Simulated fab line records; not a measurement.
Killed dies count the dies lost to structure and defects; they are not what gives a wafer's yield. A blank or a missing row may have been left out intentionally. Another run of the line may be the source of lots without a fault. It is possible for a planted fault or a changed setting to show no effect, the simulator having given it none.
Chamber matching :: flow n5-finfet :: N5_FIN_SAQP_HM_OPEN_33 on rie-diel-04 has 4 sister chambers
The step chemistry CH3F/O2, target SiNx, target depth 49.4 nm, time 70.6 s. 16 wafers are shown with their chamber, then 8 later ones without.

WAFERS WITH THEIR CHAMBER
wafer: L082.1
chamber: 3
showerhead-plenum-p-Torr (Torr): 1.99
throttle-valve-pct (%): 16.19
oes-product-au (a.u.): 0.66

wafer: L082.2
chamber: 2
showerhead-plenum-p-Torr (Torr): 1.97
throttle-valve-pct (%): 16.24
oes-product-au (a.u.): 0.60

wafer: L082.4
chamber: 1
showerhead-plenum-p-Torr (Torr): 1.92
throttle-valve-pct (%): 16.32
oes-product-au (a.u.): 0.63

wafer: L084.4
chamber: 0
showerhead-plenum-p-Torr (Torr): 1.99
throttle-valve-pct (%): 16.29
oes-product-au (a.u.): 0.63

wafer: L084.5
chamber: 0
showerhead-plenum-p-Torr (Torr): 1.99
throttle-valve-pct (%): 16.28
oes-product-au (a.u.): 0.63

wafer: L084.6
chamber: 3
showerhead-plenum-p-Torr (Torr): 1.99
throttle-valve-pct (%): 16.21
oes-product-au (a.u.): 0.66

wafer: L086.2
chamber: 1
showerhead-plenum-p-Torr (Torr): 1.92
throttle-valve-pct (%): 16.36
oes-product-au (a.u.): 0.64

wafer: L086.3
chamber: 3
showerhead-plenum-p-Torr (Torr): 1.99
throttle-valve-pct (%): 16.20
oes-product-au (a.u.): 0.66

wafer: L086.4
chamber: 0
showerhead-plenum-p-Torr (Torr): 1.99
throttle-valve-pct (%): 16.30
oes-product-au (a.u.): 0.63

wafer: L089.2
chamber: 1
showerhead-plenum-p-Torr (Torr): 1.92
throttle-valve-pct (%): 16.36
oes-product-au (a.u.): 0.63

wafer: L089.4
chamber: 2
showerhead-plenum-p-Torr (Torr): 1.97
throttle-valve-pct (%): 16.26
oes-product-au (a.u.): 0.59

wafer: L089.5
chamber: 0
showerhead-plenum-p-Torr (Torr): 1.99
throttle-valve-pct (%): 16.30
oes-product-au (a.u.): 0.62

wafer: L091.2
chamber: 0
showerhead-plenum-p-Torr (Torr): 1.99
throttle-valve-pct (%): 16.31
oes-product-au (a.u.): 0.61

wafer: L091.4
chamber: 1
showerhead-plenum-p-Torr (Torr): 1.91
throttle-valve-pct (%): 16.37
oes-product-au (a.u.): 0.62

wafer: L091.5
chamber: 0
showerhead-plenum-p-Torr (Torr): 1.99
throttle-valve-pct (%): 16.29
oes-product-au (a.u.): 0.61

wafer: L093.1
chamber: 1
showerhead-plenum-p-Torr (Torr): 1.91
throttle-valve-pct (%): 16.37
oes-product-au (a.u.): 0.63

SIGNATURES (averages over the wafers above)
reading: showerhead-plenum-p-Torr
chamber 0: 1.9900
chamber 1: 1.9160
chamber 2: 1.9700
chamber 3: 1.9900
scatter within a chamber: 0.00316

reading: throttle-valve-pct
chamber 0: 16.2950
chamber 1: 16.3560
chamber 2: 16.2500
chamber 3: 16.2000
scatter within a chamber: 0.0149

reading: oes-product-au
chamber 0: 0.6217
chamber 1: 0.6300
chamber 2: 0.5950
chamber 3: 0.6600
scatter within a chamber: 0.00782
Rule: a wafer lies at a distance from a chamber equal to the root of the sum of squares, over the readings, of (its reading less the chamber's mean, divided by the reading's scatter). If the next closest chamber is less than 2 further off than the closest, the wafer can't be placed; otherwise it belongs to the closest. The scatter: take each reading less its chamber's mean, square it, sum over the shown wafers, divide by the number of wafers less the number of chambers, and take the root.

WAFERS WITHOUT THEIR CHAMBER
wafer: L093.2
showerhead-plenum-p-Torr (Torr): 1.99
throttle-valve-pct (%): 16.23
oes-product-au (a.u.): 0.64

wafer: L093.4
showerhead-plenum-p-Torr (Torr): 1.99
throttle-valve-pct (%): 16.32
oes-product-au (a.u.): 0.62

wafer: L095.3
showerhead-plenum-p-Torr (Torr): 1.99
throttle-valve-pct (%): 16.32
oes-product-au (a.u.): 0.61

wafer: L095.4
showerhead-plenum-p-Torr (Torr): 1.91
throttle-valve-pct (%): 16.38
oes-product-au (a.u.): 0.62

wafer: L095.5
showerhead-plenum-p-Torr (Torr): 1.98
throttle-valve-pct (%): 16.25
oes-product-au (a.u.): 0.64

wafer: L097.2
showerhead-plenum-p-Torr (Torr): 1.91
throttle-valve-pct (%): 16.40
oes-product-au (a.u.): 0.62

wafer: L097.4
showerhead-plenum-p-Torr (Torr): 1.97
throttle-valve-pct (%): 16.28
oes-product-au (a.u.): 0.58

wafer: L097.6
showerhead-plenum-p-Torr (Torr): 1.99
throttle-valve-pct (%): 16.33
oes-product-au (a.u.): 0.61

THE CHAMBER EACH PASSED THROUGH
wafer: L093.2
from the rows above: can't be placed: 3 or 0
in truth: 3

wafer: L093.4
from the rows above: 0
in truth: 0

wafer: L095.3
from the rows above: 0
in truth: 0

wafer: L095.4
from the rows above: 1
in truth: 1

wafer: L095.5
from the rows above: can't be placed: 0 or 3 or 2
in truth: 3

wafer: L097.2
from the rows above: 1
in truth: 1

wafer: L097.4
from the rows above: 2
in truth: 2

wafer: L097.6
from the rows above: 0
in truth: 0
Correctly placed: 6 of 8. Cannot be placed on the basis of these rows: 2; the candidates contain the true chamber in 2. Wrongly placed: 0.
